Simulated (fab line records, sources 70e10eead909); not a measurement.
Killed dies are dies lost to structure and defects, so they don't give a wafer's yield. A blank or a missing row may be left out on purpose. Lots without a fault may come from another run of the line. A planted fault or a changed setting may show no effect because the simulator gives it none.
Which tool did it? | flow nand_harc | 14 lots, 42 wafers sampled, at 5 steps of a route of 1159

WHAT THE GAUGES READ, wafer by wafer
NHARC_P_CONTACT_CD_MEAS_12: target cd 90 nm. Usual: cd_nm 90.0 nm, standard deviation 0.63.
lot  | measured     | on        | cd_nm (nm)     | flag
L900 | day 5 10:47  | cd_sem-02 | 88.7 90.2 90.6 |
L901 | day 5 17:44  | cd_sem-02 | 90.8 90.1 90.4 |
L903 | day 6 04:58  | cd_sem-01 | 89.8 90.4 90.8 |
L904 | day 6 11:20  | cd_sem-01 | 89.9 89.1 90.0 |
L907 | day 7 12:04  | cd_sem-01 | 89.5 90.1 90.3 |
L910 | day 8 04:22  | cd_sem-03 | 89.5 89.7 89.0 |
L912 | day 8 17:56  | cd_sem-01 | 91.0 90.3 90.7 |
L914 | day 9 00:27  | cd_sem-01 | 90.1 91.0 90.3 |
L916 | day 9 07:12  | cd_sem-01 | 90.5 90.2 90.3 |
L915 | day 9 09:14  | cd_sem-02 | 89.8 89.3 89.4 |
L917 | day 9 21:46  | cd_sem-03 | 89.3 89.4 90.5 |
L919 | day 10 05:47 | cd_sem-01 | 90.7 89.6 89.1 |
L920 | day 10 12:43 | cd_sem-02 | 89.2 88.9 89.8 |
L922 | day 11 03:28 | cd_sem-01 | 89.3 89.7 89.6 |

NHARC_END_SORT_01. Usual: killed_at_array 27, standard deviation 11; killed_at_other 0.7, standard deviation 1.1; killed_at_periphery 3.6, standard deviation 2.4; killed_dies 32, standard deviation 11; killed_open 3.3, standard deviation 1.8; killed_short 2.1, standard deviation 1.5.
lot  | measured     | on        | killed_at_array | killed_at_other | killed_at_periphery | killed_dies | killed_open | killed_short | flag
L900 | day 19 15:27 | prober-01 | 24 21 18        | 0 0 0           | 0 4 4               | 24 25 22    | 3 5 2       | 2 2 0        |
L903 | day 20 14:00 | prober-02 | 32 18 32        | 0 0 0           | 4 1 3               | 36 19 35    | 3 1 4       | 3 0 2        |
L904 | day 20 00:04 | prober-01 | 15 18 15        | 0 0 0           | 7 6 5               | 22 24 20    | 1 5 2       | 6 2 6        |
L907 | day 21 14:20 | prober-02 | 35 25 32        | 0 1 0           | 4 7 6               | 39 33 38    | 1 3 3       | 2 2 4        |
L910 | day 21 22:07 | prober-02 | 33 39 26        | 1 0 0           | 3 638 4             | 37 677 30   | 6 5 4       | 3 1 2        | OFF
L912 | day 22 05:56 | prober-01 | 40 27 34        | 0 0 0           | 637 3 2             | 677 30 36   | 7 4 5       | 3 0 0        | OFF
L914 | day 22 21:32 | prober-01 | 11 9 12         | 1 0 1           | 1 668 1             | 13 677 14   | 0 0 4       | 4 3 3        | OFF
L917 | day 24 00:59 | prober-01 | 16 14 10        | 0 0 2           | 4 0 8               | 20 14 20    | 5 2 4       | 1 2 1        |

WHICH TOOL RAN EACH LOT (tool, then ch and the chambers of the sampled wafers, then the start)
lot  | NHARC_P_CONTACT_CMP_01        | NHARC_P_CONTACT_ETCH_18            | NHARC_P_CONTACT_ALD_22
L900 | cmp-01 ch 2,3, day 5 09:56    | rie_diel-04 ch 0,1, day 5 11:27    | ald_metal-02 ch 0,1,2, day 5 12:49
L901 | cmp-01 ch 0,1,2, day 5 16:58  | rie_diel-01 ch 0,2,3, day 5 18:26  | ald_metal-04 ch 2,3, day 5 19:56
L903 | cmp-03 ch 0,1,3, day 6 04:12  | rie_diel-05 ch 0,1, day 6 05:38    | ald_metal-02 ch 1,2, day 6 07:01
L904 | cmp-01 ch 0,1,3, day 6 10:34  | rie_diel-04 ch 0,2,3, day 6 12:08  | ald_metal-03 ch 0,1, day 6 13:31
L907 | cmp-03 ch 0,2,3, day 7 11:14  | rie_diel-05 ch 0,2, day 7 12:46    | ald_metal-04 ch 1,2,3, day 7 14:13
L910 | cmp-01 ch 0,1,3, day 8 03:41  | rie_diel-01 ch 1,3, day 8 05:02    | ald_metal-04 ch 0,1, day 8 06:23
L912 | cmp-03 ch 1,3, day 8 17:06    | rie_diel-01 ch 1,2,3, day 8 18:43  | ald_metal-03 ch 0,1,3, day 8 20:04
L914 | cmp-01 ch 0,1,2, day 8 23:39  | rie_diel-01 ch 0,3, day 9 01:07    | ald_metal-03 ch 0,1, day 9 02:29
L916 | cmp-04 ch 0,1,2, day 9 06:24  | rie_diel-04 ch 0,1, day 9 07:52    | ald_metal-02 ch 1,2, day 9 09:16
L915 | cmp-03 ch 2,3, day 9 08:25    | rie_diel-04 ch 0,1,3, day 9 09:56  | ald_metal-03 ch 0,3, day 9 11:16
L917 | cmp-03 ch 1,2,3, day 9 21:00  | rie_diel-04 ch 1,2,3, day 9 22:28  | ald_metal-04 ch 0,2,3, day 9 23:51
L919 | cmp-03 ch 0,2,3, day 10 04:59 | rie_diel-04 ch 0,1, day 10 06:27   | ald_metal-02 ch 2,3, day 10 07:48
L920 | cmp-04 ch 0,1,3, day 10 11:53 | rie_diel-04 ch 0,1, day 10 13:23   | ald_metal-03 ch 0,2,3, day 10 14:44
L922 | cmp-03 ch 0,1, day 11 02:47   | rie_diel-04 ch 0,1,2, day 11 04:10 | ald_metal-04 ch 2,3, day 11 05:30
- NHARC_P_CONTACT_CMP_01: polishes SiO2, target thk 200 nm.
- NHARC_P_CONTACT_ETCH_18: etches the open film in C4F8/O2/Ar, target depth 481 nm, time 240.5 s.
- NHARC_P_CONTACT_ALD_22: deposits TiN, target thk 3 nm, pulse time 1 s, ald cycles 150.

WHAT THE TOOLS THEMSELVES READ (means of the sampled wafers that have a number; where no wafer has one, the mark that the record gives instead)
NHARC_P_CONTACT_CMP_01. Usual: motor_current_A 12.6 A, standard deviation 1.5; slurry_filter_dp_kPa 13.49 kPa, standard deviation 0.14.
lot  | tool   | motor_current_A (A) | slurry_filter_dp_kPa (kPa) | flag
L900 | cmp-01 | 12.9                | 13.53                      |
L901 | cmp-01 | 13.2                | 13.56                      |
L903 | cmp-03 | 12.4                | 13.34                      |
L904 | cmp-01 | 13.9                | 13.56                      |
L907 | cmp-03 | 11.4                | 13.65                      |
L910 | cmp-01 | 13.6                | 13.43                      |
L912 | cmp-03 | 12.9                | 13.63                      |
L914 | cmp-01 | 12.9                | 13.41                      |
L916 | cmp-04 | 11.4                | 13.51                      |
L915 | cmp-03 | 10.5                | 13.47                      |
L917 | cmp-03 | 11.6                | 13.40                      |
L919 | cmp-03 | 11.5                | 13.61                      |
L920 | cmp-04 | 10.7                | 13.50                      |
L922 | cmp-03 | 13.2                | 13.60                      |

NHARC_P_CONTACT_ETCH_18. Usual: oes_product_au 0.953 a.u., standard deviation 0.02; rf_vpp_V 981 V, standard deviation 4.1.
lot  | tool        | oes_product_au (a.u.) | rf_vpp_V (V) | flag
L900 | rie_diel-04 | 0.956                 | 983          |
L901 | rie_diel-01 | 0.972                 | 978          |
L903 | rie_diel-05 | 0.938                 | 978          |
L904 | rie_diel-04 | 0.961                 | 984          |
L907 | rie_diel-05 | 0.951                 | 974          |
L910 | rie_diel-01 | 0.905                 | 979          |
L912 | rie_diel-01 | 0.916                 | 978          |
L914 | rie_diel-01 | 0.929                 | 980          |
L916 | rie_diel-04 | 0.929                 | 987          |
L915 | rie_diel-04 | 0.961                 | 982          |
L917 | rie_diel-04 | 0.971                 | 981          |
L919 | rie_diel-04 | 0.951                 | 982          |
L920 | rie_diel-04 | 0.972                 | 982          |
L922 | rie_diel-04 | 0.919                 | 983          |

NHARC_P_CONTACT_ALD_22. Usual: heater_power_w 1057 W, standard deviation 55; precursor_pulse_height_rel 0.997, standard deviation 0.021.
lot  | tool         | heater_power_w (W) | precursor_pulse_height_rel | flag
L900 | ald_metal-02 | 1004               | 0.988                      |
L901 | ald_metal-04 | 1107               | 0.992                      |
L903 | ald_metal-02 | 987                | 0.998                      |
L904 | ald_metal-03 | 1105               | 0.992                      |
L907 | ald_metal-04 | 1095               | 0.980                      |
L910 | ald_metal-04 | 1100               | 1.018                      |
L912 | ald_metal-03 | 1058               | 0.985                      |
L914 | ald_metal-03 | 1089               | 0.992                      |
L916 | ald_metal-02 | 992                | 1.013                      |
L915 | ald_metal-03 | 1039               | 0.989                      |
L917 | ald_metal-04 | 1082               | 1.009                      |
L919 | ald_metal-02 | 1072               | 0.987                      |
L920 | ald_metal-03 | 1057               | 1.007                      |
L922 | ald_metal-04 | 1054               | 1.013                      |

THE ANSWER, worked out from the rows above alone
Rule: a lot is off if the mean of its wafers that have a number lies more than 3 standard deviations from the usual mean. A lot without any number at a reading at which 4 lots or more have one is off too. The other lots that the step has rows for count as sound. The gauges are gone through in route order, then the tools' own readings, and for those a lot's mean is taken as printed above. The first step at which some lot is off is used, and at that step the reading that is off furthest; a lot without a number counts as furthest.
Off: L910, L912, L914, at NHARC_END_SORT_01 (killed_at_periphery). Neither off nor sound, because the step has no rows for them: L901, L916, L915, L919, L920, L922.
A tool fits if, at a process step before that reading, it ran every lot that is off, and no sound lot after the first of them. The gauges at NHARC_END_SORT_01 are tried like those tools. One fits: rie_diel-01 at NHARC_P_CONTACT_ETCH_18. It ran no sound lot before its first lot that is off in this sample, so the start can't be narrowed down.

WHAT THE SIMULATOR HAD PUT IN
Process parameter drift: rie_diel-01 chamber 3, from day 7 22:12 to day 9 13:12, at NHARC_P_CONTACT_ETCH_18. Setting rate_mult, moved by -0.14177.
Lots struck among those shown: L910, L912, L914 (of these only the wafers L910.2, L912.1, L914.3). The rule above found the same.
